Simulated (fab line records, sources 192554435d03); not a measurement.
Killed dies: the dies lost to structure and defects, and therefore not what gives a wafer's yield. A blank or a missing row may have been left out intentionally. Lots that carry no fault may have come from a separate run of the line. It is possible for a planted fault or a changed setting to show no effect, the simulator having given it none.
fab line records	flow n5Finfet
[record] lots = 5	wafers = 15	lastDay = 15
route steps=1938 shown BEOL_M14@1761 BEOL_M15@1773 PASSIVATION@1936
lots that met no fault: taken from a fault-free run of the same line
startH: hours from the record's first day to the start of the lot's first wafer shown	waitH: hours from the lot's prior step to this one	" identical to the entry in the row above	L1.1+2: a single row standing in for several wafers	- value missing, or start not given	* or withheld: withheld	< > ~ a bound
route shown NAME@n: names a module that has steps shown in the file, with the first one's number in the route	usual: the fault-free wafers' mean and standard deviation	same: alike in all rows	chamber/n: place in a boat	sites: per-site readings	_std_site: the standard deviation of these	_edge_site: the outer-site mean with the inner-site mean subtracted	radiusMm: for every site, how far away it sits from the centre of the wafer	mask NAME#n: copy n	behind: the last tool/chamber to shape the wafer	hold: cause of the lot's hold/its duration in hours/its outcome	device: the transistor (n, p or np) that didn't switch	end of line: tests run on the same wafers once the route is complete	for a step that has no rows: nothing shown but its recipe	killed: at the first sort, the dies lost to defects and structure; wafer yield is something else	map: shows each die of a wafer: x if killed, . if not, _ if none is there
set.NAME: the setting as run; set.NAME@STEP: as run at that earlier step	model.NAME: the simulator's own value behind a step, which no gauge read
lots at some steps of the route; a table a step, a row a wafer
services: when a tool's chamber went out of use (startH, in hours from the record's first day, below 0 if earlier), for how many hours, and the reason
[[steps]]
[step N5_BEOL_M14_PRE_CLEAN_42]
[recipe] gas = H2/He	timeS = 30	tempC = 300
[usual] heaterPowerW = 438/26
lot.wafer	tool	chamber	startH	waitH	heaterPowerW
L716.3	pvdSputter-03	-	254.55	0.0	432
L716.5	"	-	"	"	430
L716.6	"	-	"	"	441
L718.3	pvdSputter-03	-	259.85	0.0	441
L718.4	"	-	"	"	439
L718.5	"	-	"	"	435
L726.3	pvdSputter-01	-	312.52	0.0	420
L726.5	"	-	"	"	445
L726.6	"	-	"	"	457
L728.1	pvdSputter-02	-	323.28	0.0	453
L728.2	"	-	"	"	404
L728.4	"	-	"	"	466
L730.2	pvdSputter-02	-	343.02	0.0	414
L730.3	"	-	"	"	465
L730.5	"	-	"	"	470
[step N5_BEOL_M14_SPUTTER_43]
[recipe] material = TaN	targetThkA = 150	tempC = 50	biasV = 168.6	powerW = 15000	chamberPressurePa = 0.12	timeS = 24.19
[step N5_BEOL_M14_SPUTTER_44]
[recipe] material = Ta	targetThkA = 150	tempC = 50	biasV = 80	powerW = 15000	chamberPressurePa = 0.07	timeS = 24.19
[usual] throttleValvePct = 29.5/0.76
lot.wafer	tool	chamber	startH	waitH	throttleValvePct
L716.3	pvdSputter-03	-	254.67	0.0	29.3
L716.5	"	-	"	"	29.1
L716.6	"	-	"	"	29.6
L718.3	pvdSputter-03	-	259.97	0.0	30.3
L718.4	"	-	"	"	29.6
L718.5	"	-	"	"	29.2
L726.3	pvdSputter-01	-	312.64	0.0	28.0
L726.5	"	-	"	"	31.5
L726.6	"	-	"	"	29.6
L728.1	pvdSputter-02	-	323.40	0.0	29.7
L728.2	"	-	"	"	28.9
L728.4	"	-	"	"	29.1
L730.2	pvdSputter-02	-	343.14	0.0	29.4
L730.3	"	-	"	"	29.3
L730.5	"	-	"	"	29.2
[step N5_BEOL_M14_SPUTTER_45]
[recipe] material = Cu	targetThkA = 1000	tempC = -20	biasV = 60	powerW = 26000	chamberPressurePa = 0.13	timeS = 16.67
[step N5_BEOL_M14_ECD_47]
[recipe] material = Cu	targetThkA = 12480
[step N5_BEOL_M14_ANNEAL_48]
[recipe] tempC = 225	timeS = 90	ambient = N2
[usual] annealTempCMax = 225.82/0.2	wafer_temp_C_max = 226.5/0.33
lot.wafer	tool	chamber	startH	waitH	annealTempCMax	wafer_temp_C_max
L716.3	rtpAnneal-02	0	255.15	0.2	226.22	227.3
L716.5	"	0	"	"	226.06	226.5
L716.6	"	0	"	"	226.08	226.8
L718.3	rtpAnneal-01	0	260.47	0.2	225.75	226.7
L718.4	"	0	"	"	225.67	226.4
L718.5	"	0	"	"	225.83	226.3
L726.3	rtpAnneal-02	0	313.12	0.2	225.57	226.8
L726.5	"	0	"	"	226.01	226.4
L726.6	"	0	"	"	225.72	226.3
L728.1	rtpAnneal-02	0	324.02	0.4	225.79	226.7
L728.2	"	0	"	"	226.02	226.8
L728.4	"	0	"	"	225.97	226.7
L730.2	rtpAnneal-02	0	343.57	0.2	225.95	226.3
L730.3	"	0	"	"	226.01	226.9
L730.5	"	0	"	"	225.94	226.6
[step N5_BEOL_M14_CMP_49]
[recipe] stopOn = SiO2	tOverpolishS = 5.2	downForcePsi = 2	platenRpm = 80	clearingPlatenDownForcePsi = 2	clearingPlatenRpm = 80	postCmpClean = cuAlkaline	targetThkNm = 560	clearingPlatenPadVelocityMS = 1.5917	padVelocityMS = 1.5917
[step N5_BEOL_M14_THK_MEAS_50]
[recipe] thkMeasGauge = xrf	reads = Cu_of_BEOL_M14_ECD_47
[usual] M14_THK = 549/9.8
lot.wafer	tool	chamber	startH	waitH	M14_THK[nm]
L716.3	filmMetro-01	-	255.65	-	555
L716.5	"	-	"	"	553
L716.6	"	-	"	"	560
L718.3	filmMetro-01	-	260.98	-	544
L718.4	"	-	"	"	536
L718.5	"	-	"	"	533
L726.3	filmMetro-02	-	313.62	-	529
L726.5	"	-	"	"	542
L726.6	"	-	"	"	531
L728.1	filmMetro-02	-	324.61	-	548
L728.2	"	-	"	"	555
L728.4	"	-	"	"	548
L730.2	filmMetro-01	-	344.12	-	548
L730.3	"	-	"	"	562
L730.5	"	-	"	"	551
[step N5_BEOL_M14_PRE_CLEAN_52]
[recipe] gas = NH3	timeS = 15	tempC = withheld	rfPowerW = 300
[step N5_BEOL_M14_DEP_53]
[recipe] material = SiCN	targetThkA = 500	tempC = withheld	precursor = 3MS/NH3	pressureTorr = 3	rfW = 675	timeS = 17.8
[step N5_BEOL_M14_RS_MEAS_54]
[recipe] thkMeasGauge = four-point-probe	reads = Cu_of_BEOL_M14_ECD_47+Ta_of_BEOL_M14_SPUTTER_44+TaN_of_BEOL_M14_SPUTTER_43
[usual] M14_RS = 0.0331/0.00058
lot.wafer	tool	chamber	startH	waitH	M14_RS[ohm/sq]
L716.3	filmMetro-01	-	255.78	0.1	0.0326
L716.5	"	-	"	"	0.0328
L716.6	"	-	"	"	0.0325
L718.3	filmMetro-01	-	261.11	0.1	0.0334
L718.4	"	-	"	"	0.0340
L718.5	"	-	"	"	0.0342
L726.3	filmMetro-02	-	313.75	0.1	0.0344
L726.5	"	-	"	"	0.0336
L726.6	"	-	"	"	0.0345
L728.1	filmMetro-01	-	324.74	0.0	0.0329
L728.2	"	-	"	"	0.0328
L728.4	"	-	"	"	0.0330
L730.2	filmMetro-02	-	344.27	0.1	0.0330
L730.3	"	-	"	"	0.0323
L730.5	"	-	"	"	0.0332
[step N5_BEOL_M14_INSPECT_55]
[recipe] inspectInstrument = darkfield	mode = postDep
[usual] rawDefectCount = 77/22
lot.wafer	tool	chamber	startH	waitH	rawDefectCount
L716.3	defectInspect-01	-	255.80	0.0	93
L716.5	"	-	"	"	43
L716.6	"	-	"	"	70
L718.3	defectInspect-01	-	261.14	0.0	60
L718.4	"	-	"	"	72
L718.5	"	-	"	"	91
L726.3	defectInspect-01	-	313.78	0.0	84
L726.5	"	-	"	"	77
L726.6	"	-	"	"	112
L728.1	defectInspect-02	-	324.77	0.0	71
L728.2	"	-	"	"	77
L728.4	"	-	"	"	71
L730.2	defectInspect-02	-	344.30	0.0	71
L730.3	"	-	"	"	88
L730.5	"	-	"	"	75
[step N5_BEOL_M15_ILD_DEP_00]
[recipe] material = SiO2	targetThkA = 16293	tempC = 400	precursor = TEOS/O2	pressureTorr = 6.5	rfW = 900	teosFlowSccm = 161.4	gas = O2	flowSccm = 2650	timeS = 346.1
[usual] heaterPowerW = 530/88	runLengthS = 388.9/0.64	showerheadPlenumPTorr = 8.36/0.039	throttleValvePct = 18.7/0.91
lot.wafer	tool	chamber	startH	waitH	heaterPowerW	runLengthS	showerheadPlenumPTorr	throttleValvePct	model.SiO2_of_BEOL_M15_ILD_DEP_00.thkNm
L716.3	pecvd-01	0	255.84	0.0	449	389.7	8.33	19.4	1631
L716.5	"	1	"	"	553	390.1	8.36	18.3	1645
L716.6	"	0	"	"	556	389.3	8.34	19.4	1644
L718.3	pecvd-04	0	261.18	0.0	420	388.8	8.35	18.9	1627
L718.4	"	1	"	"	396	388.6	8.31	20.2	1679
L718.5	"	2	"	"	578	388.6	8.39	18.8	1640
L726.3	pecvd-04	2	313.81	0.0	567	389.2	8.39	19.1	1601
L726.5	"	1	"	"	391	389.0	8.31	20.1	1624
L726.6	"	2	"	"	436	423.5	8.37	18.9	1788
L728.1	pecvd-02	1	324.80	0.0	548	389.2	8.33	18.3	1590
L728.2	"	0	"	"	617	388.7	8.39	18.8	1603
L728.4	"	0	"	"	688	388.3	8.41	18.9	1631
L730.2	pecvd-02	1	344.34	0.0	558	389.3	8.35	17.9	1595
L730.3	"	2	"	"	558	389.3	8.35	17.3	1632
L730.5	"	0	"	"	690	388.4	8.38	18.9	1628
[step N5_BEOL_M15_THK_MEAS_01]
[recipe] reads = SiO2_of_BEOL_M15_ILD_DEP_00
[usual] M15_ILD_THK = 1629/20
lot.wafer	tool	chamber	startH	waitH	M15_ILD_THK[nm]
L716.3	filmMetro-01	-	256.09	0.1	1631
L716.5	"	-	"	"	1645
L716.6	"	-	"	"	1645
L718.3	filmMetro-01	-	261.43	0.1	1629
L718.4	"	-	"	"	1679
L718.5	"	-	"	"	1638
L726.3	filmMetro-02	-	314.06	0.1	1600
L726.5	"	-	"	"	1624
L726.6	"	-	"	"	1788
L728.1	filmMetro-02	-	325.05	0.1	1592
L728.2	"	-	"	"	1602
L728.4	"	-	"	"	1631
L730.2	filmMetro-01	-	344.59	0.1	1595
L730.3	"	-	"	"	1630
L730.5	"	-	"	"	1629
[step N5_BEOL_M15_COAT_58]
[recipe] resist = BARC	tempC = 205	timeS = 60	spinRpm = 1500	resistThkNm = 89
[step N5_BEOL_M15_COAT_04]
[recipe] spinRpm = 1704	resistThkNm = 800
[step N5_BEOL_M15_EBR_06]
[recipe] solvent = PGMEA	ebrWidthMm = 1.5
[step N5_BEOL_M15_SOFTBAKE_05]
[recipe] tempC = 130	timeS = 60
[step N5_BEOL_M15_EXPOSE_07]
[recipe] maskId = V14	na = 0.8	sourceShape = annular	sigmaInner = 0.5	sigmaOuter = 0.8	polarization = unpolarized	attpsmPhaseDeg = 180	doseMj = 41.25
[step N5_BEOL_M15_PEB_08]
[recipe] pebTempC = 130	pebTimeS = 90
[step N5_BEOL_M15_DEVELOP_09]
[recipe] developTimeS = 45	rinseLiquid = diw	dry = airSpin	devTempC = 21
[step N5_BEOL_M15_HARDBAKE_14]
[recipe] tempC = 130	timeS = 120
[step N5_BEOL_M15_CD_MEAS_10]
[recipe] targetCdNm = 360	landingEnergyEv = 500	detector = seInlens	polarity = opening
[usual] cdNm = 360.6/1.3
lot.wafer	tool	chamber	startH	waitH	cdNm
L716.3	cdSem-03	0	256.52	-	360.6
L716.5	"	0	"	"	362.0
L716.6	"	0	"	"	359.4
L718.3	cdSem-01	0	261.86	-	360.8
L718.4	"	0	"	"	361.5
L718.5	"	0	"	"	361.3
L726.3	cdSem-02	0	314.50	-	360.4
L726.5	"	0	"	"	360.9
L726.6	"	0	"	"	361.8
L728.1	cdSem-03	0	325.36	-	360.6
L728.2	"	0	"	"	361.5
L728.4	"	0	"	"	359.2
L730.2	cdSem-03	0	344.89	-	358.6
L730.3	"	0	"	"	360.5
L730.5	"	0	"	"	360.9
[step N5_BEOL_M15_OVL_MEAS_11]
[recipe] pointsPerWafer = 44
[usual] V14_OVL = -1/6.2
lot.wafer	tool	chamber	startH	waitH	V14_OVL[nm]
L716.3	overlay-01	0	256.55	0.0	-7
L716.5	"	0	"	"	-4
L716.6	"	0	"	"	-4
L718.3	overlay-02	0	261.89	0.0	5
L718.4	"	0	"	"	3
L718.5	"	0	"	"	-3
L726.3	overlay-01	0	314.52	0.0	-5
L726.5	"	0	"	"	-9
L726.6	"	0	"	"	-4
L728.1	overlay-01	0	325.39	0.0	11
L728.2	"	0	"	"	8
L728.4	"	0	"	"	2
L730.2	overlay-02	0	344.92	0.0	1
L730.3	"	0	"	"	4
L730.5	"	0	"	"	-2
[step N5_BEOL_M15_INSPECT_12]
[recipe] mode = adi	inspectInstrument = macro
[usual] rawDefectCount = 1.9/1.4
lot.wafer	tool	chamber	startH	waitH	rawDefectCount
L716.3	defectInspect-01	-	256.57	0.0	4
L716.5	"	-	"	"	3
L716.6	"	-	"	"	2
L718.3	defectInspect-02	-	261.91	0.0	2
L718.4	"	-	"	"	4
L718.5	"	-	"	"	1
L726.3	defectInspect-01	-	314.55	0.0	2
L726.5	"	-	"	"	3
L726.6	"	-	"	"	5
L728.1	defectInspect-02	-	325.41	0.0	1
L728.2	"	-	"	"	2
L728.4	"	-	"	"	2
L730.2	defectInspect-02	-	344.94	0.0	1
L730.3	"	-	"	"	1
L730.5	"	-	"	"	5
[step N5_BEOL_M15_DESCUM_15]
[recipe] chemistry = O2	timeS = 7.9	sourcePowerW = 50	biasPowerW = 20	pressureMtorr = 20	rfFrequencyHz = 2.712e+07	tempC = 40	o2FlowSccm = 225
[usual] drypumpMotorCurrentA = 5.5/0.51	o2FlowSccm = 225.0/0.61	oesProductAu = 0.79/0.087	rfVppV = 243.1/1.3	showerheadPlenumPTorr = 2.09/0.064	throttleValvePct = 20.41/0.25
lot.wafer	tool	chamber	startH	waitH	drypumpMotorCurrentA	o2FlowSccm	oesProductAu	rfHoursCounterH	rfVppV	showerheadPlenumPTorr	throttleValvePct
L716.3	rieDiel-06	2	256.61	0.0	5.7	224.6	0.73	164	242.3	2.00	20.83
L716.5	"	2	"	"	5.7	224.0	0.73	-	242.3	2.00	20.83
L716.6	"	1	"	"	5.3	225.5	0.85	-	243.7	2.12	20.51
L718.3	rieDiel-06	1	261.95	0.0	5.3	224.6	0.83	87	244.5	2.12	20.51
L718.4	"	0	"	"	5.5	225.4	0.74	177	242.1	2.00	20.69
L718.5	"	1	"	"	5.3	223.8	0.83	-	244.1	2.12	20.51
L726.3	rieDiel-05	0	314.58	0.0	5.3	225.4	0.72	202	243.1	2.07	20.19
L726.5	"	3	"	"	5.4	224.4	0.71	-	244.0	2.17	20.46
L726.6	"	2	"	"	6.0	224.4	0.91	-	244.2	2.05	20.42
L728.1	rieDiel-06	3	325.45	0.0	6.7	225.0	0.82	85	243.5	2.11	20.22
L728.2	"	0	"	"	5.5	224.7	0.72	196	241.3	1.99	20.73
L728.4	"	1	"	"	5.3	225.1	0.82	105	244.0	2.11	20.54
L730.2	rieDiel-05	1	345.17	0.2	5.6	224.9	0.85	45	244.6	2.21	20.48
L730.3	"	3	"	"	5.4	224.7	0.70	222	243.6	2.16	20.47
L730.5	"	3	"	"	5.4	224.9	0.70	-	244.3	2.16	20.49
[step N5_BEOL_M15_ETCH_59]
[recipe] chemistry = N2/H2	target = BARC	targetDepthA = 890	overetchA = 267	timeS = 67.9	ionEnergyEv = 200	pressureMtorr = 30	sourceW = 840	biasW = 150	n2FlowSccm = 200	h2FlowSccm = 200
[step N5_BEOL_M15_VIA_ETCH_16]
[recipe] chemistry = C4F8/O2/Ar	target = SiO2	heInnerTorr = 15	heOuterTorr = 30	targetDepthA = 17922	timeS = withheld	ionEnergyEv = 800	pressureMtorr = 20	sourceW = 1905	biasW = 2040	Ar_flow_sccm = 400	C4F8_flow_sccm = 16	O2_flow_sccm = 12	ends = cleared
[usual] O2_flow_sccm = 12.00/0.034	biasW = 2041/5.9	drypumpMotorCurrentA = 5.5/0.51	oesProductAu = 0.72/0.078	rfVppV = 2220/22	showerheadPlenumPTorr = 3.44/0.097	throttleValvePct = 30.92/0.24
lot.wafer	tool	chamber	startH	waitH	O2_flow_sccm	biasW	drypumpMotorCurrentA	oesProductAu	rfVppV	showerheadPlenumPTorr	throttleValvePct	model.etch.depthNm	model.coat_of_BEOL_M15_COAT_04.thkNm
L716.3	rieDiel-06	2	256.69	0.0	11.97	2046	5.7	0.65	2227	3.30	31.31	1631	334.4
L716.5	"	2	"	"	11.95	2048	5.7	0.66	2227	3.30	31.32	1645	327.6
L716.6	"	1	"	"	12.03	2044	5.4	0.76	2246	3.48	31.08	1644	329.4
L718.3	rieDiel-06	1	262.03	0.0	12.02	2045	5.4	0.75	2246	3.48	31.08	1627	333.6
L718.4	"	0	"	"	11.97	2048	5.5	0.67	2189	3.30	31.20	1679	320.2
L718.5	"	1	"	"	12.02	2052	5.4	0.75	2245	3.48	31.05	1640	332.4
L726.3	rieDiel-05	0	314.67	0.0	12.03	2046	5.3	0.66	2193	3.43	30.72	1601	346.4
L726.5	"	3	"	"	11.94	2037	5.4	0.64	2221	3.55	30.82	1624	333.8
L726.6	"	2	"	"	12.06	2036	6.0	0.82	2216	3.37	31.06	1788	299.2
L728.1	rieDiel-06	3	325.53	0.0	11.99	2046	6.8	0.74	2240	3.49	30.81	1590	341
L728.2	"	0	"	"	12.03	2038	5.5	0.65	2189	3.29	31.23	1603	337.6
L728.4	"	1	"	"	11.98	2042	5.4	0.74	2245	3.47	31.10	1631	330.6
L730.2	rieDiel-05	1	345.25	0.0	12.04	2038	5.6	0.77	2258	3.63	31.04	1595	340.6
L730.3	"	3	"	"	12.00	2035	5.4	0.63	2220	3.55	30.82	1632	328.6
L730.5	"	3	"	"	12.03	2029	5.4	0.64	2221	3.55	30.82	1628	332.8
[step N5_BEOL_M15_STRIP_63]
[recipe] chemistry = O2	powerW = 600	tempC = 60	pressureMtorr = 30	rfFrequencyHz = 6e+07	biasPowerW = 0	overashFraction = 0.3	o2FlowSccm = 225
[step N5_BEOL_M15_STRIP_64]
[recipe] chemistry = O2	powerW = 600	tempC = 60	pressureMtorr = 30	rfFrequencyHz = 6e+07	biasPowerW = 0	overashFraction = 0.3	o2FlowSccm = 225
[usual] drypumpMotorCurrentA = 5.5/0.51	o2FlowSccm = 225.0/0.69	oesProductAu = 0.79/0.088	rfVppV = 3.7/0.48	showerheadPlenumPTorr = 2.09/0.064	throttleValvePct = 16.66/0.25
lot.wafer	tool	chamber	startH	waitH	drypumpMotorCurrentA	o2FlowSccm	oesProductAu	rfHoursCounterH	rfVppV	showerheadPlenumPTorr	throttleValvePct
L716.3	rieDiel-06	2	-	-	5.7	224.3	0.72	164	4.3	2.01	17.03
L716.5	"	2	"	"	5.7	224.7	0.73	-	3.3	2.01	17.04
L716.6	"	1	"	"	5.3	224.1	0.84	-	4.1	2.12	16.72
L718.3	rieDiel-06	1	-	-	5.3	225.1	0.84	87	2.9	2.12	16.73
L718.4	"	0	"	"	5.5	226.0	0.74	177	4.1	2.00	16.94
L718.5	"	1	"	"	5.3	225.6	0.83	-	2.8	2.12	16.73
L726.3	rieDiel-05	0	-	-	5.3	224.3	0.73	202	3.3	2.07	16.50
L726.5	"	3	"	"	5.4	225.5	0.70	-	3.4	2.17	16.75
L726.6	"	2	"	"	6.0	225.5	0.92	-	3.9	2.05	16.58
L728.1	rieDiel-06	3	-	-	6.8	225.9	0.82	85	3.5	2.11	16.49
L728.2	"	0	"	"	5.5	225.3	0.73	196	3.0	2.00	16.96
L728.4	"	1	"	"	5.4	225.0	0.82	106	3.7	2.11	16.75
L730.2	rieDiel-05	1	-	-	5.6	225.2	0.85	46	3.2	2.22	16.70
L730.3	"	3	"	"	5.4	225.6	0.71	222	3.0	2.17	16.78
L730.5	"	3	"	"	5.4	225.0	0.71	-	4.1	2.17	16.78
[step N5_BEOL_M15_STRIP_65]
[recipe] chemistry = postEtchResidueRemover	timeS = 60	tempC = 25	removerPh = withheld	removerWaterWtPct = withheld	removerFluorideWtPct = withheld
[step N5_BEOL_M15_SRD_66]
[recipe] timeS = 30	tempC = 23	rinseLiquid = diw	dry = n2Spin	spinRpm = 1500	dryTimeS = 30
[step N5_BEOL_M15_CD_MEAS_17]
[recipe] targetCdNm = 360	polarity = opening
[usual] cdNm = 361.7/1.6
lot.wafer	tool	chamber	startH	waitH	cdNm
L716.3	cdSem-03	-	257.11	0.0	360.8
L716.5	"	-	"	"	362.9
L716.6	"	-	"	"	359.9
L718.3	cdSem-03	-	262.45	0.0	361.3
L718.4	"	-	"	"	363.5
L718.5	"	-	"	"	361.5
L726.3	cdSem-02	-	315.08	0.0	360.6
L726.5	"	-	"	"	360.7
L726.6	"	-	"	"	364.9
L728.1	cdSem-03	-	325.94	0.0	361.0
L728.2	"	-	"	"	362.9
L728.4	"	-	"	"	358.6
L730.2	cdSem-01	-	345.67	0.0	359.4
L730.3	"	-	"	"	361.8
L730.5	"	-	"	"	361.5
[step N5_BEOL_M15_COAT_56]
[recipe] resist = SOC	tempC = 250	timeS = 60	spinRpm = 1500	resistThkNm = 550
[step N5_BEOL_M15_ETCH_57]
[recipe] chemistry = N2/H2	target = SOC	sourceW = 3000	biasW = 350	timeS = 750	ionEnergyEv = 200	pressureMtorr = 30	n2FlowSccm = 200	h2FlowSccm = 200
[step N5_BEOL_M15_COAT_60]
[recipe] resist = BARC	tempC = 205	timeS = 60	spinRpm = 1500	resistThkNm = 89
[step N5_BEOL_M15_COAT_22]
[recipe] spinRpm = 1704	resistThkNm = 800
[step N5_BEOL_M15_EBR_24]
[recipe] solvent = PGMEA	ebrWidthMm = 1.5
[step N5_BEOL_M15_SOFTBAKE_23]
[recipe] tempC = 130	timeS = 60
[step N5_BEOL_M15_EXPOSE_25]
[recipe] maskId = M15	na = 0.8	sourceShape = annular	sigmaInner = 0.5	sigmaOuter = 0.8	polarization = unpolarized	targetCdNm = 400	doseMj = 35.5
[step N5_BEOL_M15_PEB_26]
[recipe] pebTempC = 130	pebTimeS = 90
[step N5_BEOL_M15_DEVELOP_27]
[recipe] developTimeS = 45	rinseLiquid = diw	dry = airSpin	devTempC = 21
[step N5_BEOL_M15_CMP_49]
[recipe] stopOn = SiO2	tOverpolishS = 4.9	downForcePsi = 2	platenRpm = 80	clearingPlatenDownForcePsi = 2	clearingPlatenRpm = 80	postCmpClean = cuAlkaline	targetThkNm = 850	clearingPlatenPadVelocityMS = 1.5917	padVelocityMS = 1.5917
[usual] motorCurrentA = 8.4/0.88
lot.wafer	tool	chamber	startH	waitH	motorCurrentA	model.SiO2_of_BEOL_M15_ILD_DEP_00.thkNm
L716.3	cmp-01	1	261.28	0.3	7.5	1552
L716.6	"	3	"	"	7.6	1565
L716.5	"	0	"	"	9.5	1565
L718.4	cmp-01	0	265.46	0.2	8.9	1599
L718.3	"	1	"	"	7.5	1550
L718.5	"	3	"	"	7.3	1560
L726.3	cmp-01	0	322.16	0.2	9.0	1522
L726.5	"	0	"	"	8.5	1546
L726.6	"	1	"	"	8.0	1709
L728.4	cmp-04	2	330.22	0.1	9.1	1553
L728.1	"	3	"	"	7.9	1515
L728.2	"	1	"	"	8.6	1525
L730.3	cmp-04	2	351.10	0.2	9.1	1554
L730.2	"	0	"	"	8.3	1516
L730.5	"	2	"	"	8.8	1549
[step N5_PASSIVATION_PROBE_49]
[usual] defectLimitedYield = 91.1/1.4	killed_at_M0_to_M3 = 35/8.7	killed_at_M4_up = 14/5.3	killedAtContacts = 12/6.2	killedAtFrontEnd = 41/12	killedAtOther = 3.4/2.6	killedDies = 105/16	killedOpen = 67/13	killedShort = 36/7.3	sort_bin_5_function = 5.2/0.96	sort_bin_6_memory = 3.3/0.6	sortNPass = 1075/16	sortYieldPct = 91.1/1.4
[same] grossDies = 1180	killedAtBackSide = 0	sort_bin_4_leakage[%] = 0	sort_bin_8_speed[%] = 0
lot.wafer	tool	chamber	startH	waitH	defectLimitedYield[%]	killed_at_M0_to_M3	killed_at_M4_up	killedAtContacts	killedAtFrontEnd	killedAtOther	killedDies	killedOpen	killedShort	sort_bin_5_function[%]	sort_bin_6_memory[%]	sortNPass	sortYieldPct[%]
L718.3	prober-02	-	279.08	0.1	90.5	42	11	14	41	4	112	63	46	5.8	3.3	1068	90.5
L718.4	prober-02	-	279.13	0.2	90.8	15	23	16	51	4	109	76	30	5.4	3.4	1071	90.8
L718.5	prober-02	-	279.18	0.2	91.4	21	10	25	42	4	102	72	30	4.6	3.7	1078	91.4
L728.1	prober-02	-	345.30	0.0	90.8	31	24	6	48	0	109	69	36	5.8	3.2	1071	90.8
L728.2	prober-02	-	345.35	0.1	91.6	35	20	13	26	5	99	72	24	5.2	3.0	1081	91.6
L728.4	prober-02	-	345.45	0.2	92.1	40	27	2	16	8	93	56	36	4.5	2.9	1087	92.1
// killed by level:class
L718.3 BEOL_M1:geometricParticle:open=11 BEOL_M0_SAQP:geometricParticle:short=10 STI_FIN_REVEAL:geometricParticle:open=9 BEOL_M3:geometricParticle:open=7 MOL_CONTACT_COAG:geometricParticle:open=7 MOL_CONTACT_COAG:geometricParticle:short=7 FIN_SAQP:geometricParticle:short=6 BEOL_M2:geometricParticle:open=5
L718.4 STI_FIN_REVEAL:geometricParticle:open=17 MOL_CONTACT_COAG:geometricParticle:open=15 BEOL_M3:geometricParticle:open=9 DUMMY_GATE:geometricParticle:open=8 STI_FIN_REVEAL:geometricParticle:short=6 BEOL_M4:geometricParticle:open=6 BEOL_M8:geometricParticle:open=5 FIN_SAQP:geometricParticle:short=4
L718.5 MOL_CONTACT_COAG:geometricParticle:open=20 FIN_SAQP:geometricParticle:open=12 FIN_SAQP:geometricParticle:short=12 BEOL_M2:geometricParticle:open=7 STI_FIN_REVEAL:geometricParticle:open=5 MOL_CONTACT_COAG:geometricParticle:short=5 BEOL_M0_SAQP:geometricParticle:short=4 BEOL_M4:geometricParticle:open=4
L728.1 BEOL_M3:geometricParticle:open=11 BEOL_M4:geometricParticle:open=11 DUMMY_GATE:geometricParticle:open=8 FIN_SAQP:geometricParticle:open=7 STI_FIN_REVEAL:geometricParticle:open=6 MOL_CONTACT_COAG:geometricParticle:open=5 BEOL_M0_SAQP:geometricParticle:short=5 BEOL_M4:geometricParticle:short=5
L728.2 MOL_CONTACT_COAG:geometricParticle:open=12 BEOL_M4:geometricParticle:open=12 BEOL_M0_SAQP:geometricParticle:short=9 BEOL_M0_SAQP:geometricParticle:open=7 FIN_SAQP:geometricParticle:open=6 BEOL_M2:geometricParticle:open=6 BEOL_M3:geometricParticle:open=6 STARTING-WAFER:geometricParticle:open=5
L728.4 BEOL_M0_SAQP:geometricParticle:open=10 BEOL_M0_SAQP:geometricParticle:short=9 BEOL_M4:geometricParticle:open=9 BEOL_M1:geometricParticle:open=6 BEOL_M1:geometricParticle:short=6 BEOL_M2:geometricParticle:open=5 BEOL_M7:geometricParticle:open=5 FIN_SAQP:geometricParticle:short=4
[[services]]
tool	chamber	startH	hours	kind
cmp-01	-	233.66	-	consumableReplace:conditioner
cmp-01	-	233.66	-	consumableReplace:pad
rieDiel-05	3	240.96	8.6	repair
cmp-04	-	243.72	28.0	repair
pecvd-02	0	274.56	2.1	scheduledDown
rieDiel-05	2	283.44	5.7	repair
pecvd-04	1	284.82	5.5	scheduledDown
cmp-01	-	300.61	0.5	repair
rieDiel-06	-	307.82	0.2	repair
pecvd-01	-	335.32	46.5	repair
cmp-04	-	340.01	0.6	repair
[[key]]
[firstSign] step = N5_BEOL_M15_ILD_DEP_00	reading = runLengthS	direction = up	sigmas = 54	usual = *	struck = *
[effect] step = N5_BEOL_M15_THK_MEAS_01	reading = M15_ILD_THK	direction = up	sigmas = 7.8	usual = 1629	struck = 1788
[modelEffect] step = N5_BEOL_M15_ILD_DEP_00	value = SiO2_of_BEOL_M15_ILD_DEP_00.thkNm	without = 1625	struck = 1788
[modelEffect] step = N5_BEOL_M15_VIA_ETCH_16	value = etch.depthNm	without = 1625	struck = 1788
[modelEffect] step = N5_BEOL_M15_CMP_49	value = SiO2_of_BEOL_M15_ILD_DEP_00.thkNm	without = 1545	struck = 1709
metAt N5_BEOL_M15_ILD_DEP_00
struckWafers L726.6
onsetBetween 261.18 313.81
[fault] kind = processParameterDrift	tool = pecvd-04	chamber = -	onsetH = 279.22	steps = N5_BEOL_M15_ILD_DEP_00	channel = timeS	offset = *	shape = step	endH = 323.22	scope = struckWafersOnly	actsIn = *	stated = *
